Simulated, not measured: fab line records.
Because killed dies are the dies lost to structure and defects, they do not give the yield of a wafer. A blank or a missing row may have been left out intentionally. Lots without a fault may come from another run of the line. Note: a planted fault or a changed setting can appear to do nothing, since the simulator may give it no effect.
Chamber matching	flow n5 finfet	4 sister chambers for N5_HKMG_FIN_STRIP_93 on rie diel-04
The step strips SOC in N2/H2, time 20 s. 22 wafers are shown with their chamber, then 11 later ones without.

== WAFERS PAIRED WITH THEIR CHAMBERS ==
wafer	chamber	drypump motor current A (A)	throttle valve pct (%)	showerhead plenum p Torr (Torr)
L075.1	1	6.1	18.5	3.30
L075.3	3	5.7	19.2	3.27
L075.5	3	5.7	19.2	3.27
L076.1	1	6.1	18.5	3.30
L076.2	3	5.6	19.2	3.27
L076.5	0	5.5	18.9	3.25
L078.3	3	5.7	19.2	3.27
L078.5	0	5.5	19.0	3.24
L078.6	3	5.6	19.2	3.27
L081.1	1	6.2	18.6	3.29
L081.2	0	5.5	19.0	3.24
L081.3	3	5.7	19.2	3.26
L082.1	3	5.7	19.2	3.26
L082.3	0	5.5	19.0	3.24
L082.6	3	5.7	19.2	3.26
L083.2	3	5.7	19.2	3.26
L083.5	3	5.7	19.2	3.26
L083.6	2	5.9	19.3	3.33
L084.3	1	6.1	18.5	3.29
L084.5	3	5.7	19.3	3.26
L084.6	2	5.9	19.3	3.33
L086.1	0	5.5	19.0	3.23

SIGNATURES (averages over the wafers above)
reading	chamber 0	chamber 1	chamber 2	chamber 3	scatter within a chamber
drypump motor current A	5.500	6.125	5.900	5.682	0.0364
throttle valve pct	18.980	18.525	19.300	19.209	0.037
showerhead plenum p Torr	3.2400	3.2950	3.3300	3.2645	0.00564
Rule: distance of a wafer from a chamber = root of the sum over the readings of ((wafer's reading minus chamber's mean) / reading's scatter) squared. If the next closest chamber is less than 2 further off than the closest, the wafer can't be placed; otherwise it belongs to the closest. How the scatter is found: for the shown wafers, subtract from each reading the mean of its chamber, square and add these, divide the total by (wafers less chambers), then take the root.

== WAFERS WITHOUT THEIR CHAMBER ==
wafer	drypump motor current A (A)	throttle valve pct (%)	showerhead plenum p Torr (Torr)
L086.3	5.9	19.3	3.33
L086.4	5.7	19.3	3.26
L088.2	6.1	18.6	3.29
L088.5	5.9	19.3	3.33
L088.6	6.1	18.6	3.29
L090.1	6.1	18.6	3.28
L090.2	5.9	19.3	3.32
L090.3	5.7	19.3	3.25
L097.2	5.7	19.3	3.25
L097.3	5.9	19.3	3.31
L097.6	5.7	19.3	3.25

== WHICH CHAMBER EACH WENT THROUGH ==
wafer	from the rows above	in truth
L086.3	2	2
L086.4	3	3
L088.2	1	1
L088.5	2	2
L088.6	1	1
L090.1	1	1
L090.2	2	2
L090.3	3	3
L097.2	3	3
L097.3	2	2
L097.6	3	3
Correctly placed: 11 of 11. Left unplaced by these rows: 0. Placed wrongly: 0.
